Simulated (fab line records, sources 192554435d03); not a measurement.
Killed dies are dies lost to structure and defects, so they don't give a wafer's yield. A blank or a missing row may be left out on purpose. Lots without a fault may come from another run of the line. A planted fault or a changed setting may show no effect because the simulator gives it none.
Chamber matching | flow n5_finfet | N5_FIN_SAQP_PECVD_06 on pecvd-03: 3 sister chambers
The step deposits a-Si from SiH4/He, target thk 60 nm, time 48.1 s. 20 wafers are shown with their chamber, then 10 later ones without.

WAFERS WITH THEIR CHAMBER
wafer  | chamber | showerhead_plenum_p_Torr (Torr) | throttle_valve_pct (%) | showerhead_vpp_V (V)
L076.4 | 0       | 5.67                            | 18.6                   | 643
L076.5 | 2       | 5.65                            | 18.9                   | 637
L076.6 | 1       | 5.59                            | 18.7                   | 634
L077.1 | 1       | 5.56                            | 18.4                   | 631
L077.4 | 1       | 5.56                            | 18.4                   | 636
L077.6 | 2       | 5.65                            | 19.1                   | 634
L078.4 | 1       | 5.56                            | 18.7                   | 644
L078.5 | 0       | 5.67                            | 18.2                   | 650
L078.6 | 2       | 5.64                            | 18.9                   | 649
L080.3 | 1       | 5.57                            | 18.5                   | 630
L080.4 | 0       | 5.67                            | 18.5                   | 640
L080.5 | 2       | 5.64                            | 18.7                   | 637
L082.1 | 1       | 5.60                            | 18.9                   | 631
L082.3 | 2       | 5.67                            | 19.0                   | 645
L082.6 | 2       | 5.65                            | 19.1                   | 636
L087.2 | 1       | 5.57                            | 18.8                   | 634
L087.4 | 0       | 5.68                            | 18.5                   | 641
L087.6 | 2       | 5.65                            | 19.0                   | 653
L088.2 | 0       | 5.68                            | 18.5                   | 647
L088.5 | 0       | 5.66                            | 18.4                   | 656

SIGNATURES (means of the wafers above)
reading                  | chamber 0 | chamber 1 | chamber 2 | scatter within a chamber
showerhead_plenum_p_Torr | 5.6717    | 5.5729    | 5.6500    | 0.0119
throttle_valve_pct       | 18.450    | 18.629    | 18.957    | 0.162
showerhead_vpp_V         | 646.17    | 634.29    | 641.57    | 6.19
Rule: a wafer's distance from a chamber is the root of the sum, over the readings, of the square of ((its reading less the chamber's mean) divided by the reading's scatter). The wafer belongs to the nearest chamber; if the next one is less than 2 further off, it can't be placed. The scatter: the root of (the sum of the squares of (reading less its chamber's mean) over the shown wafers, divided by (wafers less chambers)).

WAFERS WITHOUT THEIR CHAMBER
wafer  | showerhead_plenum_p_Torr (Torr) | throttle_valve_pct (%) | showerhead_vpp_V (V)
L088.6 | 5.58                            | 18.8                   | 632
L090.3 | 5.64                            | 18.9                   | 648
L090.5 | 5.56                            | 18.7                   | 638
L090.6 | 5.65                            | 19.1                   | 647
L094.1 | 5.65                            | 19.0                   | 636
L094.5 | 5.68                            | 18.5                   | 646
L094.6 | 5.64                            | 19.1                   | 639
L096.3 | 5.67                            | 18.8                   | 639
L096.4 | 5.66                            | 18.5                   | 659
L096.6 | 5.58                            | 18.8                   | 633

WHICH CHAMBER EACH WENT THROUGH
wafer  | from the rows above     | in truth
L088.6 | 1                       | 1
L090.3 | 2                       | 2
L090.5 | 1                       | 1
L090.6 | 2                       | 2
L094.1 | 2                       | 2
L094.5 | 0                       | 0
L094.6 | 2                       | 2
L096.3 | can't be placed: 2 or 0 | 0
L096.4 | can't be placed: 0 or 2 | 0
L096.6 | 1                       | 1
Placed correctly: 8 of 10. Can't be placed from these rows: 2 (the true chamber is among the candidates in 2). Placed wrongly: 0.
